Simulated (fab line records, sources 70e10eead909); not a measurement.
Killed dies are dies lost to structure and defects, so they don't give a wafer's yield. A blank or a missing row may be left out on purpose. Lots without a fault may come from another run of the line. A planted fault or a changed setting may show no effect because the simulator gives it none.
Which tool did it? | flow nand_harc | 12 lots, 36 wafers sampled, at 4 steps of a route of 1302

WHAT THE GAUGES READ, wafer by wafer
NHARC_P_BONDPAD_OVL_MEAS_38.
lot  | measured     | on         | overlay_x_nm (nm)
L075 | day 7 00:07  | overlay-01 | 3 3 3
L078 | day 8 02:47  | overlay-02 | -4 -5 -4
L079 | day 8 18:24  | overlay-02 | -2 -2 -2
L081 | day 9 09:15  | overlay-02 | -7 -7 -7
L082 | day 10 02:09 | overlay-01 | 1 1 1
L085 | day 11 01:23 | overlay-01 | 5 5 5
L088 | day 12 17:02 | overlay-02 | 1 1 1
L089 | day 12 18:19 | overlay-02 | -3 -3 -2
L091 | day 13 17:47 | overlay-02 | -1 -2 -1
L093 | day 14 12:21 | overlay-01 | -6 -6 -6
L095 | day 15 07:09 | overlay-02 | 0 0 1
L097 | day 16 04:28 | overlay-02 | -5 -6 -6

WHICH TOOL RAN EACH LOT (tool, then ch and the chambers of the sampled wafers, then the start)
lot  | NHARC_P_M1_ETCH_28                            | NHARC_P_M2_DEP_33               | NHARC_P_BONDPAD_CMP_32
L075 | rie_diel-08 ch 0,1,3, day 6 22:35 or earlier  | pecvd-03 ch 0,1,2, day 6 22:35  | cmp-03 ch 1,2, day 6 23:20
L078 | rie_diel-08 ch 1,2,3, day 8 01:06 or earlier  | pecvd-01 ch 0,2, day 8 01:06    | cmp-04 ch 1,2, day 8 01:53
L079 | rie_diel-08 ch 1,2,3, day 8 16:48 or earlier  | pecvd-02 ch 0,2, day 8 16:48    | cmp-03 ch 0,1,2, day 8 17:37
L081 | rie_diel-11 ch 0,3, day 9 07:34 or earlier    | pecvd-01 ch 0,2, day 9 07:34    | cmp-02 ch 1,3, day 9 08:20
L082 | rie_diel-11 ch 1,3, day 10 00:34 or earlier   | pecvd-02 ch 1,2, day 10 00:34   | cmp-03 ch 0,2,3, day 10 01:22
L085 | rie_diel-08 ch 0,1,2, day 10 23:47 or earlier | pecvd-01 ch 1,2, day 10 23:47   | cmp-03 ch 0,1,2, day 11 00:37
L088 | rie_diel-01 ch 1,2, day 12 15:17 or earlier   | pecvd-01 ch 1,2, day 12 15:17   | cmp-03 ch 0,1,2, day 12 16:10
L089 | rie_diel-01 ch 0,2,3, day 12 16:38 or earlier | pecvd-01 ch 0,1,2, day 12 16:38 | cmp-03 ch 2,3, day 12 17:25
L091 | rie_diel-01 ch 0,1,3, day 13 16:11 or earlier | pecvd-01 ch 0,1, day 13 16:11   | cmp-03 ch 0,1, day 13 17:00
L093 | rie_diel-08 ch 1,2, day 14 10:50 or earlier   | pecvd-02 ch 0,1,2, day 14 10:50 | cmp-03 ch 1,3, day 14 11:37
L095 | rie_diel-11 ch 1,2,3, day 15 05:36 or earlier | pecvd-02 ch 0,1, day 15 05:36   | cmp-03 ch 0,2, day 15 06:24
L097 | rie_diel-01 ch 0,1, day 16 02:49 or earlier   | pecvd-02 ch 0,1,2, day 16 02:49 | cmp-02 ch 1,3, day 16 03:35
- NHARC_P_M1_ETCH_28: etches the open film in CF4/N2, target depth 30 nm, time 72.99 s.
- NHARC_P_M2_DEP_33: deposits SiCN, target thk 30 nm.
- NHARC_P_BONDPAD_CMP_32: polishes SiCN, target thk 200 nm.

THE ANSWER, worked out from the rows above alone
Rule: what is usual is taken from the lots themselves. Put in order of their means at a reading, lots are off if they are a third of the lots or fewer, leave a main group of 4 or more, and stand apart from it by a gap of 3 or more times the standard deviation of the main group's means; of several such gaps the widest counts. A main group whose means are all the same, to the digits that the tables above print for the reading, isn't used. A lot without any number at a reading at which 4 lots or more have one is off too. The other lots that the step has rows for count as sound.
No lot is off at any reading shown: from this, nothing can be told.

WHAT THE SIMULATOR HAD PUT IN
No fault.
